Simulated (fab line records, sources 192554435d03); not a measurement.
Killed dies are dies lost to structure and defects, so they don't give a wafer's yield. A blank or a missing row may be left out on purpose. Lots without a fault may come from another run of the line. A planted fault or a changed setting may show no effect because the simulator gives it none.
Problem report in the 8D (eight disciplines) form, filled by code | flow n5_finfet | the parts of the form that need people (team, actions taken, sign-off) are left out

1. THE PROBLEM
spin_speed_rpm at N5_BEOL_M1_COAT_05 reads a mean of 1418.9 rpm on 6 wafers of 2 lots; wafers without a fault read 1500.0 rpm with a standard deviation of 0.92. That is -88 standard deviations from the usual mean.
The step: resist thk 30 nm.
First seen on wafer L889.1, day 7 05:35, on litho_track-01. The record holds 12 wafers of 4 lots with a number at this step. Rule for "out", or "out of limits": more than 4 standard deviations from the usual mean. The other wafers with a number count as sound.

2. WHAT IT IS AND WHAT IT IS NOT
question                    | is                     | is not
which readings at this step | spin_speed_rpm         | -
which lots                  | L889, L890             | L903, L905
which wafers of those lots  | all that have a number | -
read on which tools         | litho_track-01         | litho_track-05
when                        | from day 7 05:35       | up to then (0 sound wafers); but 6 sound wafers of L903, L905 came after

3. SUSPECTS, AND WHAT RULES EACH OUT
Counting: a tool at a process step up to the reading stays a suspect if it ran every lot that is out and no sound lot after the first of them.
- litho_track-01 at N5_BEOL_M1_COAT_05 (resist thk 30 nm): ruled out as a lasting fault. Sound lots L903 ran on it after its first lot that is out, L889 (day 7 05:35).
Left after counting: nothing in the record.

4. THE CAUSE (what the simulator had put in)
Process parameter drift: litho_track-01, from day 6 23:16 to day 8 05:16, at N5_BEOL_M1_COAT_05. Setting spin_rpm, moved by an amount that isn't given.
Counting ruled it out, wrongly.

5. THE CHAIN OF EFFECTS, in route order
Each row: a reading whose mean over the struck wafers that have a number lies more than 3 standard deviations from the usual. Only readings for which the record gives a usual standard deviation are gone through. hours: the time from each lot's start at the first step in this table that gives one to its start at this step, as a median over the lots. sigmas: the change in usual standard deviations.
hours | step               | reading        | usual      | on struck wafers | change | sigmas
0     | N5_BEOL_M1_COAT_05 | spin_speed_rpm | 1500.0 rpm | 1418.9           | -81.1  | -88
The process steps in it:
- N5_BEOL_M1_COAT_05: resist thk 30 nm.
Later measuring or inspecting steps at which every struck wafer that the step has a row for has a number for every such reading, and none has moved that far: N5_BEOL_M4_RC_MEAS_101.

6. WHAT WOULD HAVE CAUGHT IT SOONER
In this record the first reading out of limits was taken at day 7 05:35, 6 hours after the fault began at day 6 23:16.
